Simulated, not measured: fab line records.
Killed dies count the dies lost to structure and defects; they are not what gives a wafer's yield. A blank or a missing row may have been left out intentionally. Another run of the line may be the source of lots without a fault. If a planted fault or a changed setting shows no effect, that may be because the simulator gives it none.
fab line records	flow n5_finfet	part 1 of 2: steps 1 to 23 of 37
record lots=5	wafers=15	last_day=15
route steps=1938 shown BEOL_M2@842
lots that met no fault: taken from a fault-free run of the same line
start_h: the number of hours between the record's first day and the start of the first shown wafer of the lot	wait_h: hours elapsed since this lot's preceding step	" same as the row above	L1.1+2: a single row standing in for several wafers	- no value, or no start was given	* or withheld: withheld	< > ~ a bound
route shown NAME@n: NAME is a module with steps in the file, n the number in the route of the first one	usual: mean and standard deviation over wafers with no fault	same: alike in all rows	chamber/n: place in a boat	sites: each site's reading	_std_site: their standard deviation	_edge_site: inner sites' mean taken away from outer sites' mean	radius_mm: for every site, how far away it sits from the centre of the wafer	mask NAME#n: copy n	behind: tool/chamber where the wafer was last shaped	hold: reason for holding the lot/hours on hold/outcome of the hold	device: which transistor (n, p or np) failed to switch	end of line: at the end of the route, the tests of the same wafers	a step given without rows: its recipe and nothing more	killed: the dies lost at the first sort to structure and to defects; this is not the yield of the wafer	map: a wafer's dies, x killed, . not, _ none there
set.NAME: the setting the step ran with; set.NAME@STEP: the setting that earlier step ran with	model.NAME: the simulator's own value behind a step, which no gauge read
lots at some steps of the route; a table a step, a row a wafer
services: when a tool's chamber went out of use (start_h, in hours from the record's first day, below 0 if earlier), for how many hours, and the reason
## steps
# step N5_BEOL_M2_THK_MEAS_01
# recipe reads=SiOC_of_BEOL_M2_ILD_DEP_00
# usual M2_ILD_THK=79.1/1
lot.wafer	tool	chamber	start_h	wait_h	M2_ILD_THK[nm]
L075.1	film_metro-02	-	132.17	0.0	78.7
L075.3	"	-	"	"	79.0
L075.5	"	-	"	"	81.3
L078.2	film_metro-01	-	154.71	0.1	79.3
L078.3	"	-	"	"	78.0
L078.4	"	-	"	"	80.1
L081.3	film_metro-02	-	177.72	0.1	79.1
L081.4	"	-	"	"	80.2
L081.6	"	-	"	"	80.1
L084.1	film_metro-02	-	184.01	0.0	77.4
L084.5	"	-	"	"	79.3
L084.6	"	-	"	"	79.0
L085.3	film_metro-01	-	208.94	0.1	78.3
L085.4	"	-	"	"	79.5
L085.6	"	-	"	"	79.3
# step N5_BEOL_M2_PECVD_72
# recipe material=SiO2	target_thk_a=160	temp_c=400	precursor=TEOS/O2	pressure_torr=5.5	rf_w=450	teos_flow_sccm=53.8	gas=O2	flow_sccm=3000	time_s=18
# usual chamber_pressure_Torr=5.499/0.012	heater_power_w=719/120	showerhead_plenum_p_Torr=8.75/0.058	throttle_valve_pct=22.4/1.4
lot.wafer	tool	chamber	start_h	wait_h	chamber_pressure_Torr	heater_power_w	showerhead_plenum_p_Torr	throttle_valve_pct
L075.1	pecvd-01	1	132.21	0.0	5.497	816	8.67	22.9
L075.3	"	2	"	"	5.501	1019	8.72	22.6
L075.5	"	0	"	"	5.508	696	8.72	21.6
L078.2	pecvd-04	0	154.75	0.0	5.497	753	8.73	25.7
L078.3	"	2	"	"	5.507	808	8.76	20.9
L078.4	"	2	"	"	5.501	799	8.76	20.7
L081.3	pecvd-04	1	177.76	0.0	5.503	637	8.78	20.7
L081.4	"	2	"	"	5.494	743	8.75	21.0
L081.6	"	0	"	"	5.488	731	8.70	25.7
L084.1	pecvd-04	0	184.04	0.0	5.503	712	8.71	25.8
L084.5	"	1	"	"	5.509	664	8.81	21.0
L084.6	"	0	"	"	5.506	727	8.75	25.6
L085.3	pecvd-02	0	208.99	0.1	5.484	691	8.86	23.0
L085.4	"	1	"	"	5.491	687	8.76	22.3
L085.6	"	1	"	"	5.483	688	8.74	22.5
# step N5_BEOL_M2_HM_DEP_02
# recipe material=TiN	target_thk_a=200	temp_c=25	chamber_pressure_pa=0.49996
# usual throttle_valve_pct=29.9/1
lot.wafer	tool	chamber	start_h	wait_h	throttle_valve_pct
L075.1	pvd_sputter-03	-	132.53	0.3	28.6
L075.3	"	-	"	"	30.1
L075.5	"	-	"	"	30.0
L078.2	pvd_sputter-02	-	154.83	0.1	28.2
L078.3	"	-	"	"	31.3
L078.4	"	-	"	"	28.3
L081.3	pvd_sputter-02	-	178.48	0.7	28.3
L081.4	"	-	"	"	31.5
L081.6	"	-	"	"	31.3
L084.1	pvd_sputter-01	-	185.68	1.6	29.3
L084.5	"	-	"	"	29.4
L084.6	"	-	"	"	30.3
L085.3	pvd_sputter-02	-	209.29	0.3	28.1
L085.4	"	-	"	"	28.6
L085.6	"	-	"	"	31.2
# step N5_BEOL_M2_COAT_61
# recipe resist=SOC	temp_c=250	time_s=60	spin_rpm=1500	resist_thk_nm=60
lot.wafer	tool	chamber	start_h	wait_h
L075.1+3+5	litho_track-04	0	132.66	0.1
L078.2+3+4	litho_track-01	0	154.96	0.1
L081.3+4+6	litho_track-02	0	178.61	0.1
L084.1+5+6	litho_track-04	0	185.81	0.1
L085.3+4+6	litho_track-02	0	209.42	0.1
# step N5_BEOL_M2_COAT_62
# recipe resist=SiARC	temp_c=220	time_s=60	spin_rpm=1500	resist_thk_nm=12
lot.wafer	tool	chamber	start_h	wait_h
L075.1+3+5	litho_track-04	0	-	-
L078.2+3+4	litho_track-01	0	-	-
L081.3+4+6	litho_track-02	0	-	-
L084.1+5+6	litho_track-04	0	-	-
L085.3+4+6	litho_track-02	0	-	-
# step N5_BEOL_M2_COAT_73
# recipe resist=underlayer	temp_c=205	time_s=60	spin_rpm=1500	resist_thk_nm=5
lot.wafer	tool	chamber	start_h	wait_h
L075.1+3+5	litho_track-04	0	-	-
L078.2+3+4	litho_track-01	0	-	-
L081.3+4+6	litho_track-02	0	-	-
L084.1+5+6	litho_track-04	0	-	-
L085.3+4+6	litho_track-02	0	-	-
# step N5_BEOL_M2_COAT_05
# recipe resist=CAR-EUV	spin_rpm=1500	resist_thk_nm=30
lot.wafer	tool	chamber	start_h	wait_h
L075.1+3+5	litho_track-04	0	-	-
L078.2+3+4	litho_track-01	0	-	-
L081.3+4+6	litho_track-02	0	-	-
L084.1+5+6	litho_track-04	0	-	-
L085.3+4+6	litho_track-02	0	-	-
# step N5_BEOL_M2_EBR_07
# recipe solvent=PGMEA	ebr_width_mm=1.5
lot.wafer	tool	chamber	start_h	wait_h
L075.1+3+5	litho_track-04	0	-	-
L078.2+3+4	litho_track-01	0	-	-
L081.3+4+6	litho_track-02	0	-	-
L084.1+5+6	litho_track-04	0	-	-
L085.3+4+6	litho_track-02	0	-	-
# step N5_BEOL_M2_SOFTBAKE_06
# recipe temp_c=110	time_s=60	resist=CAR-EUV
lot.wafer	tool	chamber	start_h	wait_h
L075.1+3+5	litho_track-04	0	-	-
L078.2+3+4	litho_track-01	0	-	-
L081.3+4+6	litho_track-02	0	-	-
L084.1+5+6	litho_track-04	0	-	-
L085.3+4+6	litho_track-02	0	-	-
# step N5_BEOL_M2_EXPOSE_08
# recipe mask_id=M2	na=0.33	source_shape=dipole	sigma_inner=0.369	sigma_outer=0.767	polarization=unpolarized	dose_mj=41.25
lot.wafer	tool	chamber	start_h	wait_h	mask
L075.1+3+5	euv_scanner-02	0	132.92	-	M2#0
L078.2+3+4	euv_scanner-01	0	155.23	-	M2#0
L081.3+4+6	euv_scanner-02	0	178.98	-	M2#0
L084.1+5+6	euv_scanner-01	0	185.95	-	M2#0
L085.3+4+6	euv_scanner-02	0	209.71	-	M2#0
# step N5_BEOL_M2_PEB_09
# recipe peb_temp_c=100	peb_time_s=60	resist=CAR-EUV
lot.wafer	tool	chamber	start_h	wait_h
L075.1+3+5	litho_track-04	0	132.98	0.1
L078.2+3+4	litho_track-04	0	155.28	0.1
L081.3+4+6	litho_track-02	0	179.03	0.0
L084.1+5+6	litho_track-02	0	186.01	0.1
L085.3+4+6	litho_track-02	0	209.76	0.0
# step N5_BEOL_M2_DEVELOP_10
# recipe develop_time_s=30	developer=TMAH	resist=CAR-EUV	rinse_liquid=surfactant_rinse	dry=air_spin	dev_temp_c=23
lot.wafer	tool	chamber	start_h	wait_h
L075.1+3+5	litho_track-04	0	-	-
L078.2+3+4	litho_track-04	0	-	-
L081.3+4+6	litho_track-02	0	-	-
L084.1+5+6	litho_track-02	0	-	-
L085.3+4+6	litho_track-02	0	-	-
# step N5_BEOL_M2_CD_MEAS_11
# recipe target_cd_nm=16.79	landing_energy_ev=500	detector=se_inlens	polarity=opening
# usual cd_nm=16.79/0.25
lot.wafer	tool	chamber	start_h	wait_h	cd_nm
L075.1	cd_sem-01	0	133.05	-	16.85
L075.3	"	0	"	"	16.80
L075.5	"	0	"	"	16.83
L078.2	cd_sem-03	0	155.35	-	16.92
L078.3	"	0	"	"	16.70
L078.4	"	0	"	"	16.69
L081.3	cd_sem-01	0	179.10	-	16.34
L081.4	"	0	"	"	16.37
L081.6	"	0	"	"	16.71
L084.1	cd_sem-02	0	186.08	-	16.68
L084.5	"	0	"	"	17.11
L084.6	"	0	"	"	17.05
L085.3	cd_sem-03	0	209.83	-	16.86
L085.4	"	0	"	"	17.05
L085.6	"	0	"	"	16.81
# step N5_BEOL_M2_OVL_MEAS_12
# recipe points_per_wafer=522
# usual M2_OVL=0.3/0.6
# same points_per_wafer=522
lot.wafer	tool	chamber	start_h	wait_h	M2_OVL[nm]
L075.1	overlay-02	0	133.08	0.0	1.5
L075.3	"	0	"	"	1.1
L075.5	"	0	"	"	-0.2
L078.2	overlay-02	0	155.40	0.1	0.3
L078.3	"	0	"	"	1.1
L078.4	"	0	"	"	0.7
L081.3	overlay-01	0	179.14	0.0	-0.2
L081.4	"	0	"	"	0.6
L081.6	"	0	"	"	0.3
L084.1	overlay-02	0	186.11	0.0	-0.5
L084.5	"	0	"	"	0.6
L084.6	"	0	"	"	0.9
L085.3	overlay-01	0	209.87	0.0	-0.1
L085.4	"	0	"	"	0.8
L085.6	"	0	"	"	0.3
# step N5_BEOL_M2_INSPECT_13
# recipe mode=adi	inspect_instrument=brightfield
# usual raw_defect_count=449/100
lot.wafer	tool	chamber	start_h	wait_h	raw_defect_count
L075.1	defect_inspect-02	-	133.14	0.1	410
L075.3	"	-	"	"	428
L075.5	"	-	"	"	670
L078.2	defect_inspect-02	-	155.46	0.0	692
L078.3	"	-	"	"	687
L078.4	"	-	"	"	569
L081.3	defect_inspect-01	-	179.19	0.0	412
L081.4	"	-	"	"	475
L081.6	"	-	"	"	408
L084.1	defect_inspect-02	-	186.17	0.1	350
L084.5	"	-	"	"	425
L084.6	"	-	"	"	412
L085.3	defect_inspect-01	-	209.92	0.0	394
L085.4	"	-	"	"	515
L085.6	"	-	"	"	518
# step N5_BEOL_M2_DESCUM_16
# recipe chemistry=O2	time_s=7	source_power_w=50	bias_power_w=20	pressure_mtorr=20	rf_frequency_hz=2.712e+07	temp_c=40	resist=CAR-EUV	o2_flow_sccm=225
# usual drypump_motor_current_A=5.7/0.45	oes_product_au=0.77/0.1	rf_vpp_V=242.9/1.6	showerhead_plenum_p_Torr=2.07/0.081	throttle_valve_pct=20.35/0.28
lot.wafer	tool	chamber	start_h	wait_h	drypump_motor_current_A	oes_product_au	rf_hours_counter_h	rf_vpp_V	showerhead_plenum_p_Torr	throttle_valve_pct
L075.1	rie_diel-05	3	133.17	0.0	5.6	0.69	255	243.8	2.05	20.62
L075.3	"	0	"	"	5.7	0.70	224	240.1	2.01	20.84
L075.5	"	2	"	"	5.1	0.73	-	244.9	2.17	20.23
L078.2	rie_diel-06	2	155.49	0.0	5.4	0.70	189	241.3	1.98	20.42
L078.3	"	0	"	"	6.6	0.70	236	243.2	2.06	20.72
L078.4	"	3	"	"	6.5	0.87	45	241.4	2.02	20.15
L081.3	rie_diel-06	0	179.23	0.0	6.6	0.69	244	242.0	2.06	20.73
L081.4	"	2	"	"	5.5	0.69	197	241.0	1.98	20.45
L081.6	"	1	"	"	6.0	0.70	-	244.5	2.08	20.90
L084.1	rie_diel-04	2	187.26	1.1	5.8	0.72	181	244.0	2.19	20.70
L084.5	"	0	"	"	5.6	0.69	-	241.3	1.99	20.41
L084.6	"	1	"	"	5.2	0.70	-	241.6	2.00	20.09
L085.3	rie_diel-06	1	210.19	0.3	6.0	0.69	249	243.1	2.07	20.91
L085.4	"	3	"	"	6.4	0.84	-	242.2	2.01	20.16
L085.6	"	1	"	"	6.0	0.68	-	244.2	2.07	20.90
# step N5_BEOL_M2_ETCH_74
# recipe chemistry=N2/H2	target=underlayer	target_depth_a=65	mask_material=CAR-EUV	time_s=5.2	ion_energy_ev=200	pressure_mtorr=30	source_w=840	bias_w=150	n2_flow_sccm=200	h2_flow_sccm=200	ends=cleared
# usual drypump_motor_current_A=5.7/0.45	etch_rf_on_time_s=5.20/0.15	oes_product_au=0.66/0.088	rf_vpp_V=522.9/3	showerhead_plenum_p_Torr=2.51/0.093	throttle_valve_pct=17.8/0.3
lot.wafer	tool	chamber	start_h	wait_h	drypump_motor_current_A	etch_rf_on_time_s	oes_product_au	rf_hours_counter_h	rf_vpp_V	showerhead_plenum_p_Torr	throttle_valve_pct
L075.1	rie_diel-05	3	133.21	0.0	5.6	5.26	0.57	255	520.7	2.52	18.4
L075.3	"	0	"	"	5.7	5.08	0.60	224	522.2	2.38	17.9
L075.5	"	2	"	"	5.1	5.33	0.61	-	527.7	2.65	17.7
L078.2	rie_diel-06	2	155.53	0.0	5.5	5.26	0.61	189	519.9	2.44	18.2
L078.3	"	0	"	"	6.7	5.31	0.60	236	522.2	2.48	18.0
L078.4	"	3	"	"	6.5	4.94	0.77	45	522.5	2.48	17.8
L081.3	rie_diel-06	0	179.27	0.0	6.6	5.35	0.59	244	523.1	2.48	18.1
L081.4	"	2	"	"	5.5	5.34	0.59	197	520.0	2.44	18.2
L081.6	"	1	"	"	6.0	4.98	0.60	-	526.9	2.50	18.2
L084.1	rie_diel-04	2	187.29	0.0	5.8	5.28	0.62	181	527.0	2.65	18.1
L084.5	"	0	"	"	5.6	5.28	0.58	-	519.5	2.41	17.9
L084.6	"	1	"	"	5.2	5.36	0.60	-	519.0	2.43	17.5
L085.3	rie_diel-06	1	210.22	0.0	6.0	5.01	0.59	249	522.1	2.50	18.2
L085.4	"	3	"	"	6.5	4.84	0.75	-	522.2	2.47	17.8
L085.6	"	1	"	"	6.0	4.97	0.59	-	521.4	2.50	18.2
# step N5_BEOL_M2_ETCH_63
# recipe chemistry=CF4	target=SiARC	target_depth_a=156	mask_material=CAR-EUV	time_s=26	ion_energy_ev=80	pressure_mtorr=40	source_w=545	bias_w=36	Ar_flow_sccm=100	cf4_flow_sccm=100	ends=cleared
# usual cf4_flow_sccm=100.0/0.31	drypump_motor_current_A=5.7/0.45	etch_rf_on_time_s=26.0/0.75	oes_product_au=0.66/0.087	rf_vpp_V=183.7/1.2	showerhead_plenum_p_Torr=2.11/0.078	throttle_valve_pct=15.54/0.28
lot.wafer	tool	chamber	start_h	wait_h	cf4_flow_sccm	drypump_motor_current_A	etch_rf_on_time_s	oes_product_au	rf_hours_counter_h	rf_vpp_V	showerhead_plenum_p_Torr	throttle_valve_pct
L075.1	rie_diel-05	3	133.22	0.0	99.9	5.6	26.5	0.57	255	183.5	2.12	15.94
L075.3	"	0	"	"	100.3	5.7	26.0	0.60	224	182.5	2.04	15.85
L075.5	"	2	"	"	99.9	5.1	26.7	0.61	-	185.0	2.24	15.59
L078.2	rie_diel-06	2	155.54	0.0	100.1	5.4	26.3	0.61	189	183.0	2.03	15.67
L078.3	"	0	"	"	100.4	6.6	25.9	0.61	236	183.7	2.13	16.03
L078.4	"	3	"	"	100.3	6.5	24.1	0.78	45	184.4	2.06	15.32
L081.3	rie_diel-06	0	179.29	0.0	99.8	6.6	26.3	0.59	244	181.6	2.13	16.03
L081.4	"	2	"	"	100.1	5.4	26.6	0.60	197	182.6	2.02	15.70
L081.6	"	1	"	"	100.0	6.0	24.9	0.60	-	184.5	2.10	16.01
L084.1	rie_diel-04	2	187.31	0.0	100.2	5.8	26.0	0.62	181	183.7	2.20	15.72
L084.5	"	0	"	"	99.5	5.5	26.2	0.57	-	184.4	2.03	15.58
L084.6	"	1	"	"	100.4	5.2	26.3	0.61	-	183.4	2.05	15.38
L085.3	rie_diel-06	1	210.24	0.0	99.9	6.0	24.9	0.59	249	182.7	2.10	16.01
L085.4	"	3	"	"	100.2	6.5	24.0	0.76	-	183.7	2.06	15.35
L085.6	"	1	"	"	100.0	6.0	25.1	0.59	-	183.7	2.10	16.02
# step N5_BEOL_M2_ETCH_64
# recipe chemistry=N2/H2	target=SOC	target_depth_a=750	overetch_a=225	mask_material=SiARC	temp_c=40	time_s=121.9	ion_energy_ev=200	pressure_mtorr=30	source_w=840	bias_w=150	n2_flow_sccm=200	h2_flow_sccm=200
# usual drypump_motor_current_A=5.7/0.45	oes_product_au=0.59/0.072	rf_vpp_V=523.1/2.7	showerhead_plenum_p_Torr=2.51/0.093	throttle_valve_pct=17.8/0.3
lot.wafer	tool	chamber	start_h	wait_h	drypump_motor_current_A	oes_product_au	rf_hours_counter_h	rf_vpp_V	showerhead_plenum_p_Torr	throttle_valve_pct
L075.1	rie_diel-05	3	133.25	0.0	5.6	0.51	255	523.5	2.52	18.4
L075.3	"	0	"	"	5.7	0.52	224	520.0	2.38	17.8
L075.5	"	2	"	"	5.1	0.55	-	525.4	2.65	17.7
L078.2	rie_diel-06	2	155.57	0.0	5.5	0.55	189	520.5	2.44	18.1
L078.3	"	0	"	"	6.6	0.53	236	521.5	2.48	18.0
L078.4	"	3	"	"	6.5	0.66	45	522.8	2.48	17.7
L081.3	rie_diel-06	0	179.31	0.0	6.7	0.53	244	523.8	2.48	18.0
L081.4	"	2	"	"	5.4	0.54	197	520.4	2.44	18.1
L081.6	"	1	"	"	6.0	0.52	-	523.9	2.50	18.1
L084.1	rie_diel-04	2	187.34	0.0	5.8	0.55	181	526.9	2.65	18.0
L084.5	"	0	"	"	5.6	0.52	-	519.3	2.41	17.9
L084.6	"	1	"	"	5.2	0.55	-	520.0	2.43	17.4
L085.3	rie_diel-06	1	210.27	0.0	6.0	0.52	249	523.6	2.50	18.2
L085.4	"	3	"	"	6.5	0.64	-	521.9	2.47	17.7
L085.6	"	1	"	"	6.0	0.51	-	522.6	2.50	18.2
# step N5_BEOL_M2_STRIP_65
# recipe chemistry=N2/H2	temp_c=40	n2_flow_sccm=200	h2_flow_sccm=200	rf_frequency_hz=6e+07
lot.wafer	tool	chamber	start_h	wait_h
L075.1+3+5	rie_diel-05	3,0,2	133.36	0.1
L078.2+3+4	rie_diel-06	2,0,3	155.68	0.1
L081.3+4+6	rie_diel-06	0,2,1	179.43	0.1
L084.1+5+6	rie_diel-04	2,0,1	187.45	0.1
L085.3+4+6	rie_diel-06	1,3,1	210.38	0.1
# step N5_BEOL_M2_STRIP_75
# recipe chemistry=N2/H2	temp_c=40	n2_flow_sccm=200	h2_flow_sccm=200	rf_frequency_hz=6e+07
lot.wafer	tool	chamber	start_h	wait_h
L075.1+3+5	rie_diel-05	3,0,2	133.37	0.0
L078.2+3+4	rie_diel-06	2,0,3	155.69	0.0
L081.3+4+6	rie_diel-06	0,2,1	179.44	0.0
L084.1+5+6	rie_diel-04	2,0,1	187.46	0.0
L085.3+4+6	rie_diel-06	1,3,1	210.39	0.0
# step N5_BEOL_M2_STRIP_66
# recipe chemistry=CF4	resist=SiARC	power_w=300	bias_power_w=75	pressure_mtorr=50	cf4_flow_sccm=150	rf_frequency_hz=6e+07
# usual cf4_flow_sccm=150.0/0.42	drypump_motor_current_A=5.7/0.45	oes_product_au=0.77/0.094	rf_vpp_V=270.7/1.5	showerhead_plenum_p_Torr=1.77/0.063	throttle_valve_pct=13.5/0.31
lot.wafer	tool	chamber	start_h	wait_h	cf4_flow_sccm	drypump_motor_current_A	oes_product_au	rf_hours_counter_h	rf_vpp_V	showerhead_plenum_p_Torr	throttle_valve_pct
L075.1	rie_diel-05	3	133.38	0.0	150.1	5.6	0.67	255	270.6	1.77	13.9
L075.3	"	0	"	"	149.7	5.7	0.69	224	271.2	1.70	13.8
L075.5	"	2	"	"	149.4	5.1	0.72	-	273.2	1.87	13.6
L078.2	rie_diel-06	2	155.70	0.0	149.2	5.4	0.71	189	268.9	1.71	13.7
L078.3	"	0	"	"	150.1	6.6	0.70	236	271.4	1.79	14.0
L078.4	"	3	"	"	149.7	6.5	0.86	45	270.3	1.73	13.3
L081.3	rie_diel-06	0	179.45	0.0	150.8	6.6	0.69	244	269.1	1.79	14.0
L081.4	"	2	"	"	149.3	5.4	0.71	197	270.8	1.70	13.8
L081.6	"	1	"	"	149.3	6.0	0.68	-	271.8	1.78	14.0
L084.1	rie_diel-04	2	187.47	0.0	150.1	5.8	0.72	181	273.0	1.84	13.7
L084.5	"	0	"	"	149.9	5.6	0.68	-	270.8	1.70	13.6
L084.6	"	1	"	"	150.3	5.2	0.71	-	270.7	1.73	13.5
L085.3	rie_diel-06	1	210.40	0.0	150.0	6.0	0.68	249	270.5	1.77	14.1
L085.4	"	3	"	"	149.9	6.5	0.83	-	269.8	1.73	13.3
L085.6	"	1	"	"	150.5	6.0	0.68	-	269.6	1.77	14.1
# step N5_BEOL_M2_HM_OPEN_17
# recipe chemistry=Cl2/BCl3	target_depth_a=200	overetch_a=60	target=TiN	mask_material=SOC	ion_energy_ev=150	pressure_mtorr=10	icp_w=1000	bias_w=126	Cl2_flow_sccm=53.25	bcl3_flow_sccm=21.75	Ar_flow_sccm=25
# usual drypump_motor_current_A=5.48/0.19	oes_product_au=0.66/0.09	throttle_valve_pct=22.22/0.19
lot.wafer	tool	chamber	start_h	wait_h	drypump_motor_current_A	oes_product_au	rf_hours_counter_h	throttle_valve_pct
L075.1	rie_metal-03	0	133.42	0.0	5.19	0.69	30	22.09
L075.3	"	0	"	"	5.20	0.69	-	22.06
L075.5	"	1	"	"	5.48	0.58	-	22.44
L078.2	rie_metal-02	0	155.74	0.0	5.50	0.52	126	22.23
L078.3	"	1	"	"	5.33	0.74	-	22.30
L078.4	"	0	"	"	5.49	0.51	-	22.22
L081.3	rie_metal-02	1	179.52	0.1	5.33	0.75	-	22.29
L081.4	"	0	"	"	5.48	0.51	-	22.25
L081.6	"	1	"	"	5.31	0.73	-	22.30
L084.1	rie_metal-01	0	187.61	0.1	5.87	0.66	44	22.05
L084.5	"	0	"	"	5.89	0.65	-	22.04
L084.6	"	1	"	"	5.57	0.77	-	21.91
L085.3	rie_metal-01	1	210.47	0.1	5.62	0.75	-	21.92
L085.4	"	0	"	"	5.87	0.65	-	22.04
L085.6	"	1	"	"	5.62	0.76	-	21.88
